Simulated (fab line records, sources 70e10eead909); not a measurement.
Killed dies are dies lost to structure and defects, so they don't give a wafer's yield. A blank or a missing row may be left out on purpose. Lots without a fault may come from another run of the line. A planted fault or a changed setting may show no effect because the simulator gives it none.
fab line records | flow nand_harc
record lots=24 wafers=72 last_day=33
route steps=1302 shown A_SGD_CUT@902 A_SLIT@922 A_WL_FILL@966 A_CONTACT@1019
lots that met no fault: from a run of the same line without faults
start_h: hours from the record's first day to the start of the lot's first wafer shown | wait_h: hours since the lot's step before | " the same as in the row above | L1.1+2: a row that stands for several wafers | - no value, or no start given | * or withheld: withheld | < > ~ a bound
route shown NAME@n: a module of which the file shows steps, and the number in the route of the first | usual: mean/standard deviation of fault-free wafers | same: alike in all rows | chamber/n: place in a boat | sites: the reading at each site | _std_site: their standard deviation | _edge_site: outer sites' mean less inner sites' | radius_mm: how far each site lies from the wafer's centre | mask NAME#n: copy n | behind: the tool/chamber that last shaped the wafer | hold: why the lot was held/for how many hours/how that ended | device: the transistor (n, p or np) that didn't switch | end of line: the same wafers' tests at the end of the route | a step without rows: its recipe alone | killed: dies lost to structure and defects at the first sort, not the wafer's yield | map: a wafer's dies, x killed, . not, _ none there
set.NAME: the setting as run; set.NAME@STEP: as run at that earlier step | model.NAME: the simulator's own value behind a step, which no gauge read
steps of the route over a sample of lots; a table a step, a row a wafer
services: from which hour (start_h, from the record's first day; less than 0 if before it) a tool's chamber was out of use, for how many hours, and why
## steps
# step NHARC_A_SGD_CUT_OVL_MEAS_10
# usual overlay_x_nm=-0.1/0.87 overlay_y_nm=-0.4/0.77
# columns lot.wafer tool chamber start_h wait_h overlay_x_nm overlay_y_nm
L075.1 overlay-01 - 447.17 - 0.0 -1.4
L075.3 " - " " 0.0 -1.1
L075.5 " - " " -0.1 -1.5
L074.1 overlay-02 - 448.52 - -1.6 1.2
L074.2 " - " " -1.3 1.1
L074.3 " - " " -1.2 1.0
L076.1 overlay-01 - 457.96 - -1.3 0.6
L076.4 " - " " -0.3 0.1
L076.5 " - " " -0.7 -0.2
L078.1 overlay-02 - 478.38 - -0.1 -1.1
L078.2 " - " " -0.1 -1.3
L078.3 " - " " -0.7 -1.4
L077.2 overlay-01 - 478.54 - 0.3 -1.5
L077.4 " - " " 0.0 -1.2
L077.6 " - " " 0.5 -0.8
L079.1 overlay-01 - 484.00 - 0.1 0.5
L079.2 " - " " 0.6 0.1
L079.3 " - " " 0.7 0.4
L080.1 overlay-01 - 502.18 - -0.4 -0.1
L080.2 " - " " 0.5 -0.3
L080.6 " - " " -0.2 -0.3
L081.1 overlay-01 - 502.42 - -0.3 0.2
L081.3 " - " " 0.0 0.5
L081.5 " - " " -0.6 0.5
L082.1 overlay-02 - 520.07 - -1.5 -0.4
L082.2 " - " " -2.2 -1.4
L082.3 " - " " -2.3 -0.7
L083.1 overlay-01 - 521.30 - 0.0 -0.8
L083.2 " - " " -1.1 -0.7
L083.6 " - " " -0.2 -1.1
L085.1 overlay-01 - 537.55 - 1.5 -0.5
L085.4 " - " " 1.3 -1.4
L085.5 " - " " 0.5 -1.2
L084.2 overlay-01 - 546.74 - -0.1 0.8
L084.3 " - " " 0.2 0.3
L084.6 " - " " 0.8 -0.3
L086.1 overlay-01 - 557.63 - 0.0 -0.4
L086.2 " - " " -0.3 -1.3
L086.5 " - " " 0.2 -0.8
L087.1 overlay-01 - 573.12 - -0.9 1.0
L087.2 " - " " -0.9 1.3
L087.4 " - " " -0.8 1.2
L089.1 overlay-02 - 590.69 - -0.4 -0.4
L089.2 " - " " -0.1 0.2
L089.6 " - " " -0.4 0.2
L088.2 overlay-01 - 590.99 - 0.8 -0.7
L088.4 " - " " 0.8 -1.0
L088.5 " - " " 0.6 -0.5
L090.1 overlay-02 - 609.33 - 1.2 -0.4
L090.3 " - " " 1.1 -0.1
L090.6 " - " " 1.4 -0.1
L091.2 overlay-02 - 610.19 - 0.6 0.6
L091.3 " - " " 1.3 0.0
L091.4 " - " " 1.0 0.3
L093.1 overlay-02 - 633.96 - -0.6 0.0
L093.3 " - " " -1.0 -0.2
L093.4 " - " " -0.3 -0.9
L092.2 overlay-01 - 634.32 - 0.3 -0.7
L092.3 " - " " -0.1 0.0
L092.4 " - " " 0.0 -0.3
L095.1 overlay-02 - 645.39 - -2.0 -1.8
L095.2 " - " " -1.3 -1.7
L095.5 " - " " -1.1 -2.0
L096.1 overlay-02 - 645.90 - 0.3 -0.6
L096.2 " - " " 0.5 0.0
L096.5 " - " " 0.2 0.1
L094.1 overlay-01 - 646.05 - -0.8 -0.3
L094.3 " - " " -0.6 -0.1
L094.6 " - " " -0.7 -0.2
L097.2 overlay-01 - 657.04 - 0.0 -0.4
L097.3 " - " " 0.1 -0.8
L097.4 " - " " 0.2 0.1
# step NHARC_A_SLIT_DEP_25
# recipe target_thk_a=2000 temp_c=400 pressure_torr=6.5 rf_w=900 teos_flow_sccm=161.4 flow_sccm=2650 target_thk_nm=200 gas=O2 material=SiO2
# usual heater_power_w=548/65 throttle_valve_pct=16.0/0.74
# columns lot.wafer tool chamber start_h wait_h heater_power_w throttle_valve_pct
L074.2 pecvd-02 1 454.73 0.1 485 14.8
L074.3 " 2 " " 540 15.3
L074.1 " 0 " " 524 16.5
L075.1 pecvd-02 1 454.96 0.3 540 14.8
L075.3 " 0 " " 428 16.3
L075.5 " 2 " " 489 15.0
L076.1 pecvd-02 0 464.65 0.1 554 16.5
L076.5 " 2 " " 447 15.1
L076.4 " 1 " " 512 14.8
L078.2 pecvd-04 0 486.14 0.1 618 16.4
L078.3 " 1 " " 599 15.2
L078.1 " 2 " " 560 16.4
L077.2 pecvd-02 2 486.14 0.1 528 15.1
L077.6 " 2 " " 534 15.2
L077.4 " 0 " " 492 16.4
L079.1 pecvd-02 1 494.64 0.2 524 14.8
L079.3 " 2 " " 525 15.2
L079.2 " 0 " " 553 16.4
L081.1 pecvd-01 2 509.08 0.1 511 16.6
L081.3 " 0 " " 698 17.0
L081.5 " 0 " " 718 16.9
L080.2 pecvd-04 0 509.13 0.1 643 16.3
L080.1 " 1 " " 634 15.2
L080.6 " 0 " " 488 16.2
L082.1 pecvd-02 1 527.27 0.1 555 15.1
L082.2 " 2 " " 522 15.2
L082.3 " 0 " " 521 16.6
L083.2 pecvd-01 1 527.52 0.1 511 15.9
L083.1 " 2 " " 525 16.9
L083.6 " 0 " " 712 16.7
L085.1 pecvd-01 0 546.60 0.1 655 16.8
L085.4 " 0 " " 654 17.1
L085.5 " 1 " " 561 15.6
L084.2 pecvd-04 1 557.78 0.1 646 15.3
L084.3 " 2 " " 555 16.4
L084.6 " 0 " " 608 16.4
L086.2 pecvd-04 1 564.50 0.2 602 15.4
L086.1 " 2 " " 507 16.4
L086.5 " 1 " " 603 15.6
L087.1 pecvd-02 1 579.84 0.1 438 15.3
L087.2 " 2 " " 533 15.4
L087.4 " 2 " " 539 15.4
L089.2 pecvd-01 0 597.33 0.1 670 17.1
L089.1 " 1 " " 455 16.2
L089.6 " 0 " " 688 17.1
L088.2 pecvd-04 1 597.67 0.4 621 15.5
L088.4 " 0 " " 579 16.2
L088.5 " 1 " " 612 15.3
L091.3 pecvd-04 1 616.11 0.1 641 15.4
L091.2 " 2 " " 492 16.8
L091.4 " 2 " " 509 16.5
L090.1 pecvd-01 2 616.25 0.2 407 16.6
L090.3 " 1 " " 573 16.3
L090.6 " 2 " " 415 16.7
L093.3 pecvd-02 1 643.63 0.1 493 14.7
L093.1 " 0 " " 513 16.0
L093.4 " 1 " " 512 14.5
L092.2 pecvd-01 1 643.66 0.1 564 16.1
L092.3 " 2 " " 505 16.7
L092.4 " 0 " " 629 17.2
L096.1 pecvd-04 2 652.55 0.1 572 16.2
L096.2 " 1 " " 650 15.2
L096.5 " 1 " " 632 15.0
L095.2 pecvd-01 2 652.71 0.1 385 16.9
L095.1 " 0 " " 600 16.9
L095.5 " 0 " " 607 17.0
L094.3 pecvd-02 0 652.72 0.1 543 16.3
L094.1 " 2 " " 568 15.1
L094.6 " 1 " " 537 14.8
L097.2 pecvd-02 2 663.68 0.1 534 15.4
L097.3 " 1 " " 563 14.6
L097.4 " 1 " " 573 14.9
# step NHARC_A_SLIT_ETCH_29
# recipe target_depth_a=1000 overetch_a=100 time_s=55 ion_energy_ev=100 cf4_flow_sccm=80 o2_flow_sccm=20 ar_flow_sccm=0 rf_w=300 bias_w=100 chemistry=CF4/O2
# usual drypump_motor_current_A=5.6/0.5 oes_product_au=0.996/0.0073 rf_vpp_V=197.6/1.6 showerhead_plenum_p_Torr=1.33/0.065 throttle_valve_pct=13.397/0.009
# columns lot.wafer tool chamber start_h wait_h drypump_motor_current_A oes_product_au rf_hours_counter_h rf_vpp_V showerhead_plenum_p_Torr throttle_valve_pct
L074.1 rie_diel-12 1 465.44 0.1 5.3 0.999 1 198.5 1.30 13.391
L074.2 " 3 " " 6.2 1.013 1 196.7 1.31 13.394
L074.3 " 0 " " 6.0 0.997 1 196.1 1.29 13.417
L075.1 rie_diel-06 2 466.83 0.1 6.4 0.998 8 196.3 1.25 13.397
L075.3 " 3 " " 4.8 0.997 8 200.3 1.43 13.406
L075.5 " 0 " " 6.1 0.997 - 197.5 1.34 13.394
L076.4 rie_diel-06 1 476.80 0.1 5.8 0.993 8 196.4 1.34 13.414
L076.1 " 2 " " 6.4 0.995 8 195.8 1.25 13.399
L076.5 " 1 " " 5.8 0.984 - 199.2 1.34 13.386
L077.4 rie_diel-05 0 496.75 0.1 5.5 0.994 4 199.5 1.42 13.407
L077.2 " 1 " " 5.1 0.993 5 199.2 1.42 13.399
L077.6 " 2 " " 5.2 0.996 - 197.1 1.30 13.388
L078.3 rie_diel-05 3 499.01 0.1 5.1 0.990 5 196.1 1.28 13.401
L078.2 " 0 " " 5.5 0.998 4 198.9 1.42 13.396
L078.1 " 1 " " 5.1 0.985 5 199.9 1.42 13.407
L079.1 rie_diel-06 3 514.23 0.1 4.9 1.002 2 200.4 1.43 13.386
L079.2 " 0 " " 6.1 0.987 2 196.2 1.34 13.390
L079.3 " 1 " " 5.8 0.988 2 197.2 1.34 13.390
L081.1 rie_diel-12 2 519.98 0.1 5.8 1.007 5 195.8 1.25 13.400
L081.3 " 3 " " 6.2 1.012 5 197.4 1.31 13.407
L081.5 " 1 " " 5.3 1.002 - 199.2 1.30 13.395
L080.1 rie_diel-06 2 522.25 0.1 6.4 0.999 2 196.3 1.25 13.396
L080.2 " 0 " " 6.1 0.983 3 197.5 1.34 13.407
L080.6 " 1 " " 5.8 0.998 - 198.2 1.34 13.414
L082.3 rie_diel-12 2 540.00 0.1 5.8 0.999 6 195.9 1.25 13.415
L082.2 " 0 " " 6.0 1.004 6 197.2 1.29 13.386
L082.1 " 1 " " 5.3 0.995 6 197.4 1.30 13.393
L083.1 rie_diel-06 2 541.07 0.1 6.3 0.996 3 196.2 1.25 13.401
L083.2 " 1 " " 5.8 0.998 3 198.4 1.34 13.399
L083.6 " 3 " " 4.9 0.996 - 201.6 1.43 13.385
L085.4 rie_diel-06 3 557.45 0.1 4.9 0.999 4 200.7 1.43 13.401
L085.1 " 0 " " 6.1 0.991 3 198.3 1.34 13.388
L085.5 " 3 " " 4.9 1.009 - 199.5 1.43 13.396
L084.2 rie_diel-05 1 568.45 0.1 5.1 1.003 9 199.2 1.42 13.410
L084.3 " 2 " " 5.2 1.005 7 196.8 1.29 13.379
L084.6 " 1 " " 5.1 0.997 - 199.8 1.42 13.406
L086.1 rie_diel-05 3 576.00 0.1 5.0 0.992 9 195.9 1.28 13.394
L086.2 " 0 " " 5.4 1.014 10 200.3 1.42 13.404
L086.5 " 2 " " 5.1 0.992 - 197.0 1.29 13.404
L087.4 rie_diel-12 1 590.98 0.1 5.3 1.002 11 197.3 1.30 13.399
L087.1 " 2 " " 5.9 1.009 10 197.0 1.25 13.399
L087.2 " 0 " " 6.0 1.006 9 195.4 1.29 13.377
L089.1 rie_diel-06 3 608.30 0.1 4.9 0.998 6 200.4 1.43 13.409
L089.2 " 0 " " 6.1 0.990 6 199.8 1.34 13.397
L089.6 " 3 " " 4.9 1.001 - 197.8 1.43 13.401
L088.2 rie_diel-05 1 608.85 0.1 5.1 0.993 1 199.2 1.42 13.388
L088.4 " 2 " " 5.1 0.997 1 195.6 1.29 13.381
L088.5 " 1 " " 5.1 0.999 - 197.1 1.42 13.405
L091.3 rie_diel-05 1 627.48 0.1 5.1 0.983 1 199.7 1.42 13.396
L091.2 " 2 " " 5.1 0.986 1 195.8 1.29 13.389
L091.4 " 1 " " 5.1 0.993 - 200.2 1.42 13.405
L090.3 rie_diel-05 0 628.54 0.1 5.5 0.998 2 200.0 1.42 13.392
L090.1 " 1 " " 5.1 0.992 1 200.6 1.42 13.406
L090.6 " 0 " " 5.5 0.996 - 199.5 1.42 13.402
L092.2 rie_diel-12 3 654.40 0.1 6.2 1.002 2 196.5 1.31 13.405
L092.4 " 1 " " 5.3 0.994 1 197.5 1.30 13.391
L092.3 " 2 " " 5.8 0.988 1 195.9 1.25 13.405
L093.1 rie_diel-06 3 654.48 0.1 4.9 0.991 9 199.8 1.43 13.398
L093.4 " 0 " " 6.1 0.995 9 198.3 1.34 13.412
L093.3 " 1 " " 5.8 0.996 9 197.6 1.34 13.402
L096.2 rie_diel-12 3 668.39 0.1 6.2 1.006 4 196.8 1.31 13.386
L096.1 " 0 " " 6.0 0.985 3 195.3 1.29 13.401
L096.5 " 3 " " 6.2 1.017 - 196.8 1.31 13.404
L095.1 rie_diel-05 2 669.12 0.1 5.1 0.989 3 195.8 1.29 13.385
L095.2 " 0 " " 5.5 1.000 3 201.0 1.42 13.384
L095.5 " 3 " " 5.1 0.992 - 196.1 1.28 13.393
L094.3 rie_diel-06 0 672.23 0.1 6.1 0.995 0 198.1 1.34 13.391
L094.1 " 1 " " 5.8 0.997 0 198.8 1.34 13.394
L094.6 " 2 " " 6.4 0.993 - 195.6 1.25 13.401
L097.3 rie_diel-06 3 678.63 0.1 4.9 0.996 0 199.3 1.43 13.411
L097.4 " 0 " " 6.1 1.001 0 198.0 1.34 13.397
L097.2 " 1 " " 5.8 0.998 0 196.9 1.34 13.381
# step NHARC_A_WL_FILL_ETCHBACK_16
# recipe target_depth_a=1200 time_s=24 c4f8_flow_sccm=withheld o2_flow_sccm=8 ar_flow_sccm=withheld rf_w=600 bias_w=800 chemistry=C4F8/O2/Ar
# usual oes_product_au=0.985/0.027 rf_vpp_V=723/3.5
# columns lot.wafer tool chamber start_h wait_h oes_product_au rf_hours_counter_h rf_vpp_V
L074.2 rie_diel-07 0 - - 1.004 0 727
L074.3 " 1 " " 1.002 0 719
L074.1 " 2 " " 1.001 0 725
L075.3 rie_diel-08 2 - - 0.998 3.4 718
L075.1 " 0 " " 0.986 3.2 720
L075.5 " 3 " " 0.989 - 725
L076.4 rie_diel-02 2 - - 0.997 4.4 724
L076.1 " 0 " " 1.001 4.6 728
L076.5 " 1 " " 1.010 - 722
L077.2 rie_diel-08 0 - - 1.007 4.6 719
L077.4 " 1 " " 0.999 3.9 727
L077.6 " 3 " " 0.999 - 724
L078.2 rie_diel-02 1 - - 1.007 4.3 719
L078.3 " 2 " " 1.001 5.0 723
L078.1 " 3 " " 1.002 3.6 722
L079.1 rie_diel-08 3 - - 0.962 4.8 724
L079.3 " 1 " " 0.956 4.0 729
L079.2 " 2 " " 0.963 5.0 718
L080.1 rie_diel-07 0 - - 0.998 1.8 725
L080.2 " 1 " " 1.003 1.9 719
L080.6 " 2 " " 0.991 - 725
L081.3 rie_diel-08 2 - - 0.919 5.2 717
L081.1 " 3 " " 0.993 4.9 725
L081.5 " 2 " " 0.929 - 716
L083.1 rie_diel-02 3 - - 0.992 7.3 723
L083.2 " 0 " " 0.993 8.6 727
L083.6 " 2 " " 0.990 - 725
L082.2 rie_diel-02 0 - - 0.988 8.7 727
L082.3 " 1 " " 1.004 7.6 720
L082.1 " 2 " " 0.994 7.3 723
L085.1 rie_diel-07 2 - - 1.000 3.0 725
L085.4 " 0 " " 1.000 3.5 727
L085.5 " 3 " " 0.995 - 727
L084.3 rie_diel-07 3 - - 1.007 3.6 729
L084.2 " 0 " " 0.995 4.0 726
L084.6 " 0 " " 1.018 - 727
L086.1 rie_diel-07 0 - - 0.998 4.3 727
L086.2 " 2 " " 1.001 3.9 725
L086.5 " 3 " " 1.000 - 728
L087.1 rie_diel-07 0 - - 0.924 4.4 727
L087.2 " 1 " " 0.928 4.3 719
L087.4 " 2 " " 0.937 4.1 726
L089.2 rie_diel-07 0 - - 0.940 4.8 726
L089.1 " 1 " " 0.930 4.7 720
L089.6 " 1 " " 0.926 - 721
L088.4 rie_diel-08 2 - - 0.976 1.6 716
L088.2 " 3 " " 0.975 1.6 725
L088.5 " 2 " " 0.975 - 718
L091.3 rie_diel-07 3 - - 0.932 5.2 727
L091.2 " 0 " " 0.932 5.8 726
L091.4 " 2 " " 0.926 5.2 725
L090.1 rie_diel-08 2 - - 1.000 1.9 718
L090.3 " 3 " " 1.006 1.8 724
L090.6 " 2 " " 0.997 - 718
L093.3 rie_diel-02 2 - - 1.019 5.6 725
L093.1 " 3 " " 0.999 6.0 722
L093.4 " 3 " " 1.011 - 723
L092.2 rie_diel-08 2 - - 1.002 3.1 718
L092.4 " 3 " " 0.996 2.7 724
L092.3 " 0 " " 0.999 2.8 719
L096.1 rie_diel-08 2 - - 1.017 3.7 717
L096.2 " 1 " " 0.997 4.1 729
L096.5 " 2 " " 1.004 - 716
L095.2 rie_diel-07 3 - - 0.992 0.3 727
L095.1 " 0 " " 0.999 0.3 727
L095.5 " 0 " " 0.996 - 726
L094.1 rie_diel-02 2 - - 0.995 6.4 724
L094.3 " 0 " " 0.990 7.1 727
L094.6 " 2 " " 0.993 - 724
L097.4 rie_diel-07 0 - - 0.999 0.4 725
L097.3 " 1 " " 0.955 0.2 720
L097.2 " 3 " " 1.000 0.4 727
# step NHARC_A_CONTACT_ETCH_96
# recipe target_depth_a=200 over_etch_frac=0.5 time_s=10 ion_energy_ev=250 c4f6_flow_sccm=25 o2_flow_sccm=20 ar_flow_sccm=500 rf_w=600 bias_w=500 chemistry=C4F6/O2
# usual drypump_motor_current_A=5.7/0.46 oes_product_au=0.964/0.026 rf_vpp_V=548/4.5 showerhead_plenum_p_Torr=3.98/0.22 throttle_valve_pct=26.903/0.0094
# columns lot.wafer tool chamber start_h wait_h drypump_motor_current_A oes_product_au rf_hours_counter_h rf_vpp_V showerhead_plenum_p_Torr throttle_valve_pct
L074.1 rie_diel-11 3 - - 5.6 0.947 10 554 4.22 26.894
L074.2 " 1 " " 5.5 0.955 9 553 4.22 26.910
L074.3 " 2 " " 5.1 0.951 9 551 4.20 26.921
L075.1 rie_diel-01 1 - - 5.8 0.995 41 543 3.76 26.893
L075.3 " 2 " " 5.9 1.006 38 550 4.01 26.899
L075.5 " 2 " " 5.8 1.012 - 548 4.01 26.894
L076.4 rie_diel-11 0 - - 6.3 0.963 12 545 3.73 26.898
L076.1 " 1 " " 5.5 0.947 11 552 4.22 26.909
L076.5 " 0 " " 6.3 0.956 - 542 3.73 26.885
L078.1 rie_diel-01 1 - - 5.9 0.953 51 543 3.75 26.898
L078.3 " 2 " " 5.9 0.945 49 549 4.00 26.910
L078.2 " 3 " " 6.8 0.951 44 553 4.20 26.899
L077.4 rie_diel-01 1 - - 5.8 0.958 51 543 3.75 26.896
L077.2 " 2 " " 5.8 0.956 49 548 4.00 26.902
L077.6 " 1 " " 5.9 0.957 - 543 3.75 26.905
L079.2 rie_diel-01 0 - - 5.4 0.943 51 545 3.79 26.908
L079.3 " 1 " " 5.8 0.936 55 544 3.75 26.900
L079.1 " 2 " " 5.9 0.978 54 550 4.00 26.908
L080.1 rie_diel-11 1 - - 5.5 1.003 16 552 4.22 26.898
L080.2 " 2 " " 5.1 1.005 16 552 4.20 26.919
L080.6 " 2 " " 5.1 1.008 - 552 4.20 26.908
L081.3 rie_diel-11 2 - - 5.1 1.012 17 553 4.20 26.905
L081.1 " 3 " " 5.7 1.001 17 552 4.22 26.905
L081.5 " 1 " " 5.5 0.997 - 552 4.22 26.888
L083.2 rie_diel-04 3 - - 5.5 0.996 11 544 3.81 26.889
L083.1 " 0 " " 5.7 1.000 14 553 4.12 26.902
L083.6 " 2 " " 5.4 1.005 - 541 3.67 26.891
L082.3 rie_diel-04 2 - - 5.4 0.923 10 541 3.67 26.901
L082.2 " 3 " " 5.5 0.940 11 545 3.81 26.896
L082.1 " 0 " " 5.7 0.943 14 551 4.12 26.901
L085.1 rie_diel-01 1 - - 5.8 0.939 11 543 3.74 26.913
L085.4 " 2 " " 5.9 0.937 13 549 3.99 26.906
L085.5 " 2 " " 5.9 0.936 - 550 3.99 26.900
L084.3 rie_diel-04 1 - - 5.0 1.007 20 553 4.21 26.900
L084.2 " 3 " " 5.4 1.016 17 545 3.81 26.900
L084.6 " 1 " " 5.0 1.017 - 553 4.21 26.899
L086.2 rie_diel-01 0 - - 5.4 0.936 20 544 3.78 26.903
L086.1 " 2 " " 5.9 0.956 21 550 3.98 26.914
L086.5 " 0 " " 5.4 0.941 - 545 3.78 26.912
L087.1 rie_diel-04 0 - - 5.7 0.959 30 550 4.11 26.902
L087.4 " 2 " " 5.4 0.960 25 540 3.66 26.888
L087.2 " 3 " " 5.5 0.951 27 545 3.80 26.920
L089.2 rie_diel-04 0 - - 5.7 0.937 39 549 4.10 26.899
L089.1 " 3 " " 5.5 0.935 37 544 3.80 26.876
L089.6 " 0 " " 5.7 0.937 - 550 4.10 26.899
L088.2 rie_diel-11 3 - - 5.6 0.935 4 553 4.21 26.904
L088.4 " 0 " " 6.3 0.934 4 542 3.72 26.914
L088.5 " 3 " " 5.7 0.934 - 552 4.21 26.903
L090.3 rie_diel-11 2 668.92 0.1 5.1 0.949 8 553 4.19 26.898
L090.1 " 3 " " 5.6 0.947 8 552 4.20 26.905
L090.6 " 0 " " 6.3 0.943 - 543 3.72 26.905
L091.2 rie_diel-11 2 669.90 0.1 5.1 0.993 8 553 4.19 26.888
L091.3 " 0 " " 6.4 0.996 9 541 3.72 26.921
L091.4 " 3 " " 5.6 0.990 - 553 4.20 26.915
L093.4 rie_diel-01 1 - - 5.9 0.941 41 543 3.73 26.906
L093.3 " 2 " " 5.8 0.952 50 549 3.97 26.909
L093.1 " 3 " " 6.8 0.939 50 552 4.16 26.889
L092.2 rie_diel-11 3 - - 5.6 0.951 11 554 4.20 26.905
L092.4 " 0 " " 6.3 0.962 12 541 3.72 26.904
L092.3 " 1 " " 5.5 0.946 8 552 4.20 26.913
L095.2 rie_diel-04 1 - - 5.0 0.961 48 553 4.20 26.923
L095.1 " 2 " " 5.4 0.950 46 541 3.65 26.909
L095.5 " 3 " " 5.5 0.940 - 543 3.78 26.905
L096.1 rie_diel-11 0 - - 6.4 0.998 13 542 3.72 26.904
L096.2 " 1 " " 5.5 0.998 10 552 4.20 26.905
L096.5 " 3 " " 5.6 0.985 - 553 4.20 26.910
L094.1 rie_diel-01 2 - - 5.9 0.964 56 547 3.96 26.910
L094.3 " 0 " " 5.4 0.952 55 544 3.76 26.911
L094.6 " 2 " " 5.9 0.980 - 548 3.96 26.914
L097.2 rie_diel-11 0 - - 6.3 0.947 18 543 3.72 26.895
L097.3 " 1 " " 5.5 0.956 15 553 4.20 26.911
L097.4 " 2 " " 5.1 0.960 16 552 4.18 26.886
# step NHARC_A_CONTACT_DESCUM_74
# recipe time_s=3 o2_flow_sccm=200 ar_flow_sccm=0 bias_power_w=0 chemistry=O2
# usual drypump_motor_current_A=5.7/0.46 oes_product_au=1.002/0.0073 rf_vpp_V=58.0/0.95 showerhead_plenum_p_Torr=1.96/0.12 throttle_valve_pct=11.310/0.0092
# same bias_power_w=0
# columns lot.wafer tool chamber start_h wait_h drypump_motor_current_A oes_product_au rf_hours_counter_h rf_vpp_V showerhead_plenum_p_Torr throttle_valve_pct
L074.2 rie_diel-01 2 511.19 0.1 5.8 1.015 39 57.3 1.96 11.333
L074.3 " 3 " " 6.8 0.991 34 58.6 2.06 11.306
L074.1 " 1 " " 5.9 1.000 42 57.7 1.82 11.309
L075.3 rie_diel-01 2 511.67 0.1 5.8 1.006 40 57.0 1.96 11.292
L075.1 " 0 " " 5.4 0.998 38 57.9 1.85 11.305
L075.5 " 1 " " 5.9 0.998 - 57.1 1.83 11.306
L076.1 rie_diel-01 3 520.53 0.1 6.8 0.995 39 56.8 2.06 11.315
L076.4 " 0 " " 5.3 0.987 41 58.0 1.84 11.309
L076.5 " 2 " " 5.8 1.004 - 58.0 1.96 11.307
L078.3 rie_diel-11 3 538.80 0.1 5.6 1.006 13 59.2 2.07 11.310
L078.2 " 1 " " 5.5 1.011 14 58.4 2.07 11.294
L078.1 " 2 " " 5.1 1.016 13 58.7 2.06 11.315
L077.2 rie_diel-01 0 539.22 0.1 5.4 0.992 47 58.6 1.84 11.303
L077.4 " 3 " " 6.8 0.994 45 57.7 2.06 11.304
L077.6 " 1 " " 5.8 0.990 - 57.6 1.82 11.303
L079.3 rie_diel-11 1 556.73 0.1 5.5 1.010 16 59.5 2.07 11.309
L079.2 " 2 " " 5.1 1.011 16 59.2 2.06 11.318
L079.1 " 0 " " 6.3 1.018 17 57.6 1.81 11.306
L080.2 rie_diel-11 0 561.43 0.1 6.3 1.004 18 57.8 1.81 11.306
L080.1 " 3 " " 5.6 1.001 17 58.1 2.07 11.311
L080.6 " 0 " " 6.3 1.014 - 56.4 1.81 11.299
L081.1 rie_diel-11 1 566.55 0.1 5.5 1.010 19 59.3 2.07 11.324
L081.3 " 0 " " 6.3 0.998 20 57.4 1.81 11.310
L081.5 " 2 " " 5.1 1.007 - 57.5 2.06 11.313
L083.1 rie_diel-11 2 584.25 0.1 5.1 1.005 21 58.2 2.06 11.300
L083.2 " 3 " " 5.6 1.002 22 58.8 2.07 11.319
L083.6 " 3 " " 5.6 1.002 - 56.4 2.07 11.326
L082.1 rie_diel-11 1 586.42 0.1 5.5 1.002 22 58.0 2.07 11.306
L082.3 " 2 " " 5.1 1.001 22 57.5 2.06 11.313
L082.2 " 0 " " 6.3 0.995 24 58.1 1.81 11.314
L085.4 rie_diel-11 0 603.94 0.1 6.3 1.004 27 58.7 1.81 11.307
L085.1 " 3 " " 5.6 0.993 26 57.0 2.07 11.300
L085.5 " 0 " " 6.3 0.992 - 58.6 1.81 11.327
L084.3 rie_diel-04 3 609.75 0.1 5.5 1.004 18 57.9 1.85 11.318
L084.2 " 2 " " 5.4 0.991 18 57.1 1.77 11.307
L084.6 " 0 " " 5.7 1.007 - 56.9 2.02 11.313
L086.2 rie_diel-04 1 620.81 0.1 5.0 1.002 23 58.5 2.07 11.306
L086.1 " 0 " " 5.7 0.995 24 57.4 2.02 11.302
L086.5 " 2 " " 5.4 0.990 - 58.2 1.77 11.317
L087.4 rie_diel-04 2 635.51 0.1 5.4 0.996 26 57.2 1.77 11.308
L087.2 " 3 " " 5.5 1.006 29 58.4 1.85 11.294
L087.1 " 0 " " 5.7 0.991 32 57.7 2.01 11.318
L089.2 rie_diel-11 3 653.19 0.1 5.6 0.993 4 57.1 2.07 11.295
L089.1 " 0 " " 6.3 1.002 4 58.2 1.81 11.292
L089.6 " 3 " " 5.6 0.993 - 59.4 2.07 11.306
L088.4 rie_diel-11 0 653.66 0.1 6.3 1.003 4 57.3 1.81 11.325
L088.2 " 1 " " 5.4 1.002 4 59.2 2.07 11.305
L088.5 " 0 " " 6.4 1.004 - 57.2 1.81 11.301
L090.1 rie_diel-04 1 674.95 0.1 5.0 1.012 39 58.4 2.06 11.313
L090.3 " 2 " " 5.4 0.997 37 57.6 1.77 11.320
L090.6 " 0 " " 5.7 0.992 - 58.1 2.01 11.318
L091.4 rie_diel-01 0 675.13 0.1 5.4 1.005 41 58.2 1.83 11.293
L091.2 " 1 " " 5.8 0.999 37 58.3 1.81 11.306
L091.3 " 2 " " 5.8 1.009 45 57.3 1.94 11.304
L093.1 rie_diel-11 3 697.91 0.1 5.6 0.996 12 59.2 2.06 11.325
L093.3 " 1 " " 5.5 1.005 8 59.4 2.06 11.312
L093.4 " 2 " " 5.1 1.001 11 59.4 2.05 11.287
L092.4 rie_diel-04 0 698.29 0.1 5.7 0.992 54 58.7 2.01 11.304
L092.2 " 1 " " 5.0 1.014 46 57.4 2.06 11.323
L092.3 " 2 " " 5.4 0.997 45 57.2 1.77 11.312
L095.1 rie_diel-11 1 711.02 0.1 5.5 1.005 12 57.7 2.06 11.318
L095.2 " 3 " " 5.6 1.004 14 60.1 2.06 11.314
L095.5 " 0 " " 6.3 0.997 - 56.1 1.80 11.310
L096.2 rie_diel-11 1 714.22 0.1 5.5 1.016 13 60.1 2.06 11.308
L096.1 " 2 " " 5.1 1.003 15 60.5 2.05 11.308
L096.5 " 0 " " 6.3 1.005 - 57.0 1.80 11.310
L094.1 rie_diel-11 0 720.18 0.1 6.3 1.005 18 56.9 1.80 11.297
L094.3 " 1 " " 5.5 1.002 15 58.5 2.06 11.303
L094.6 " 0 " " 6.3 1.004 - 56.6 1.80 11.289
L097.2 rie_diel-11 0 725.69 0.1 6.4 1.013 20 57.9 1.80 11.323
L097.3 " 1 " " 5.5 1.019 17 59.0 2.06 11.320
L097.4 " 2 " " 5.1 1.019 17 59.1 2.05 11.313
## services
# columns tool chamber start_h hours kind
rie_diel-11 - 432.50 9.0 pm
rie_diel-06 0 446.87 15.0 repair
rie_diel-01 0 458.27 3.5 repair
rie_diel-04 1 460.53 6.7 repair
rie_diel-05 2 470.16 2.5 repair
rie_diel-07 - 471.20 9.0 pm
rie_diel-06 - 484.20 9.0 pm
rie_diel-04 0 508.72 4.9 repair
rie_diel-11 3 518.81 2.8 repair
rie_diel-04 - 533.00 9.0 pm
pecvd-02 2 540.72 2.1 repair
rie_diel-07 3 547.52 4.3 repair
rie_diel-06 0 552.34 4.3 repair
rie_diel-01 - 557.93 9.0 pm
pecvd-02 - 589.11 13.0 pm
rie_diel-01 1 598.73 6.5 repair
rie_diel-11 - 609.50 9.0 pm
pecvd-02 1 630.30 4.9 repair
rie_diel-01 3 640.82 3.7 repair
rie_diel-11 1 656.67 20.0 repair
rie_diel-06 - 661.40 9.0 pm
rie_diel-07 0 670.58 2.6 repair
rie_diel-07 1 677.98 13.1 repair
rie_diel-04 - 710.00 9.0 pm
## key
fault none
